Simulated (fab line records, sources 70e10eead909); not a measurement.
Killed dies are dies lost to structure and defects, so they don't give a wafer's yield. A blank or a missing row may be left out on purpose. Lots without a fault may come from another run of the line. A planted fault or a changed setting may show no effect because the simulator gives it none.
One fault seen from 2 desks | flow nand_harc | each desk has only its own numbers; what lay behind them comes last

THE TOOL OWNER'S DESK: rie_diel-10
The tool's own readings at NHARC_P_M1_ETCH_15 (etches the open film in C4F8/Ar, target depth 182.5 nm, time 91.2 s): means of the sampled wafers that have a number, for each lot that ran on this tool. A lot is out of limits, marked OUT, if its mean lies more than 4 standard deviations from the usual mean; the brackets give that distance.
Columns: A = oes_product_au at NHARC_P_M1_ETCH_15, usual 0.950 a.u.; B = rf_vpp_V at NHARC_P_M1_ETCH_15, usual 441.4 V
lot  | first seen here | A     | B
L494 | day 9 09:43     | 0.960 | 441.4
L499 | day 10 19:28    | 0.855 | 442.8
This desk's finding: nothing out of limits on any of the 2 lots.

THE METROLOGY DESK
What the gauges read, lot by lot, whatever tool the lot ran on: means of the sampled wafers that have a number. A lot is out of limits, marked OUT, if its mean lies more than 4 standard deviations from the usual mean; the brackets give that distance.
Columns: A = cd_nm at NHARC_P_M1_CD_MEAS_09, usual 129.1 nm
lot  | first seen here | A
L480 | day 6 10:38     | 128.2
L482 | day 6 17:30     | 128.8
L487 | day 7 20:29     | 129.5
L486 | day 7 21:13     | 129.4
L488 | day 8 08:31     | 128.4
L490 | day 8 09:05     | 129.3
L493 | day 9 06:15     | 128.9
L494 | day 9 09:20     | 129.6
L495 | day 10 00:41    | 130.1
L499 | day 10 19:05    | 130.6
L502 | day 11 06:04    | 128.6
L503 | day 11 17:14    | 129.7
This desk's finding: nothing out of limits on any of the 12 lots.

PUT TOGETHER
The tool owner's desk saw nothing out of limits.
The metrology desk saw nothing out of limits.

WHAT THE SIMULATOR HAD PUT IN
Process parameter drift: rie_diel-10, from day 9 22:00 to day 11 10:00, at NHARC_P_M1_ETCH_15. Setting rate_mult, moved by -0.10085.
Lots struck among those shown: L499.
